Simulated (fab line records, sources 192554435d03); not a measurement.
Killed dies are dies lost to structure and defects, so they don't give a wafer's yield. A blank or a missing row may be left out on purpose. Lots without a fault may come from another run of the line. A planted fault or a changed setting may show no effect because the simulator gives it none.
Tool commonality check | flow n5_finfet | 8 lots, 24 wafers sampled

WHY IT WAS OPENED
At N5_BEOL_M0_SAQP_INSPECT_42 the reading raw_defect_count is flagged on 2 of 8 lots. Wafers without a fault read 299, standard deviation 88.
Rule: a lot is flagged when every wafer of it that has a number lies more than 4 standard deviations from that mean, or none has a number. The other lots count as sound.

lot  | measured     | on                | raw_defect_count, wafer by wafer | flag
L725 | day 5 22:17  | defect_inspect-01 | 272 348 279                      |
L728 | day 6 17:23  | defect_inspect-01 | 347 291 259                      |
L729 | day 6 21:02  | defect_inspect-02 | 282 223 343                      |
L734 | day 8 01:01  | defect_inspect-01 | 540 334 337                      |
L735 | day 8 09:35  | defect_inspect-01 | 254 248 462                      |
L737 | day 8 21:48  | defect_inspect-02 | 928 1022 939                     | FLAGGED
L738 | day 9 04:28  | defect_inspect-02 | 885 975 931                      | FLAGGED
L747 | day 11 08:05 | defect_inspect-01 | 314 290 245                      |
The numbers of the flagged lots are 947 on average: +648 against the usual, or +7 standard deviations.

WHICH TOOL RAN EACH LOT
The record holds 4 process steps before the reading, out of a route of 1938 steps. In each cell: the tool, then ch and the chambers that the sampled wafers went through, then the start.
lot  | flag    | N5_MOL_CONTACT_COAG_CMP_52    | N5_BEOL_M0_SAQP_PECVD_96        | N5_BEOL_M0_SAQP_PECVD_04        | N5_BEOL_M0_SAQP_HM_OPEN_112
L725 |         | cmp-02 ch 0,1, day 5 11:33    | pecvd-04 ch 1,2, day 5 17:11    | pecvd-04 ch 1,2, day 5 17:16    | rie_diel-02 ch 0,1,3, day 5 18:14
L728 |         | cmp-02 ch 0,2,3, day 6 07:46  | pecvd-01 ch 1,2, day 6 11:41    | pecvd-01 ch 1,2, day 6 11:49    | rie_diel-05 ch 0,2,3, day 6 13:26
L729 |         | cmp-02 ch 0,1,2, day 6 09:58  | pecvd-02 ch 0,1,2, day 6 16:23  | pecvd-02 ch 0,1,2, day 6 16:29  | rie_diel-06 ch 0,2,3, day 6 17:11
L734 |         | cmp-01 ch 0,1, day 7 16:03    | pecvd-02 ch 0,2, day 7 20:07    | pecvd-02 ch 0,2, day 7 20:12    | rie_diel-02 ch 0,2,3, day 7 21:03
L735 |         | cmp-04 ch 1,2, day 8 00:38    | pecvd-02 ch 0,2, day 8 04:43    | pecvd-02 ch 0,2, day 8 04:48    | rie_diel-06 ch 0,3, day 8 05:32
L737 | FLAGGED | cmp-01 ch 0,1, day 8 11:58    | pecvd-02 ch 0,1,2, day 8 17:01  | pecvd-02 ch 0,1,2, day 8 17:07  | rie_diel-06 ch 0,1,2, day 8 17:58
L738 | FLAGGED | cmp-04 ch 2,3, day 8 17:50    | pecvd-02 ch 0,1,2, day 8 23:26  | pecvd-02 ch 0,1,2, day 8 23:31  | rie_diel-02 ch 0,1,2, day 9 00:17
L747 |         | cmp-01 ch 0,1,3, day 10 23:28 | pecvd-04 ch 0,1,2, day 11 03:26 | pecvd-04 ch 0,1,2, day 11 03:31 | rie_diel-05 ch 0,1,3, day 11 04:16
What these steps do:
- N5_MOL_CONTACT_COAG_CMP_52: polishes, stops on SiO2, t overpolish 1.5 s, target thk 66.5 nm.
- N5_BEOL_M0_SAQP_PECVD_96: deposits a-Si from SiH4/He, target thk 45 nm, time 45.2 s.
- N5_BEOL_M0_SAQP_PECVD_04: deposits a-Si from SiH4/He, target thk 60 nm, time 60.2 s.
- N5_BEOL_M0_SAQP_HM_OPEN_112: chemistry CHF3/O2, target SiO2, stops on a-Si, target depth 12 nm, time 13.5 s.
- N5_BEOL_M0_SAQP_INSPECT_42: inspects for defects (brightfield).

FLAGGED OVER TOTAL, TOOL BY TOOL (the gauges that took the reading come last)
step                        | tool              | lots run | flagged | share of the flagged lots | sound lots run after its first flagged lot
N5_MOL_CONTACT_COAG_CMP_52  | cmp-01            | 3        | 1       | some                      | 1 (L747)
N5_MOL_CONTACT_COAG_CMP_52  | cmp-02            | 3        | 0       | none                      | -
N5_MOL_CONTACT_COAG_CMP_52  | cmp-04            | 2        | 1       | some                      | 0
N5_BEOL_M0_SAQP_PECVD_96    | pecvd-01          | 1        | 0       | none                      | -
N5_BEOL_M0_SAQP_PECVD_96    | pecvd-02          | 5        | 2       | all                       | 0
N5_BEOL_M0_SAQP_PECVD_96    | pecvd-04          | 2        | 0       | none                      | -
N5_BEOL_M0_SAQP_PECVD_04    | pecvd-01          | 1        | 0       | none                      | -
N5_BEOL_M0_SAQP_PECVD_04    | pecvd-02          | 5        | 2       | all                       | 0
N5_BEOL_M0_SAQP_PECVD_04    | pecvd-04          | 2        | 0       | none                      | -
N5_BEOL_M0_SAQP_HM_OPEN_112 | rie_diel-02       | 3        | 1       | some                      | 0
N5_BEOL_M0_SAQP_HM_OPEN_112 | rie_diel-05       | 2        | 0       | none                      | -
N5_BEOL_M0_SAQP_HM_OPEN_112 | rie_diel-06       | 3        | 1       | some                      | 0
N5_BEOL_M0_SAQP_INSPECT_42  | defect_inspect-01 | 5        | 0       | none                      | -
N5_BEOL_M0_SAQP_INSPECT_42  | defect_inspect-02 | 3        | 2       | all                       | 0

WHAT THE TABLE ALLOWS
3 rows of the table ran every flagged lot: pecvd-02 at N5_BEOL_M0_SAQP_PECVD_96, pecvd-02 at N5_BEOL_M0_SAQP_PECVD_04, defect_inspect-02 at N5_BEOL_M0_SAQP_INSPECT_42.
- pecvd-02 at N5_BEOL_M0_SAQP_PECVD_96: 2 of its 5 lots flagged. Its last sound lot is L735 (day 8 04:43), its first flagged lot L737 (day 8 17:01): a fault that began between those two fits.
- pecvd-02 at N5_BEOL_M0_SAQP_PECVD_04: 2 of its 5 lots flagged. Its last sound lot is L735 (day 8 04:48), its first flagged lot L737 (day 8 17:07): a fault that began between those two fits.
- defect_inspect-02 at N5_BEOL_M0_SAQP_INSPECT_42: 2 of its 3 lots flagged. Its last sound lot is L729 (day 6 21:02), its first flagged lot L737 (day 8 21:48): a fault that began between those two fits.
Counting lots can't tell these 2 tools apart, because each fits a fault that began at some hour. More lots, or a look at what each step does to the wafer, might.

WHAT THE SIMULATOR HAD PUT IN
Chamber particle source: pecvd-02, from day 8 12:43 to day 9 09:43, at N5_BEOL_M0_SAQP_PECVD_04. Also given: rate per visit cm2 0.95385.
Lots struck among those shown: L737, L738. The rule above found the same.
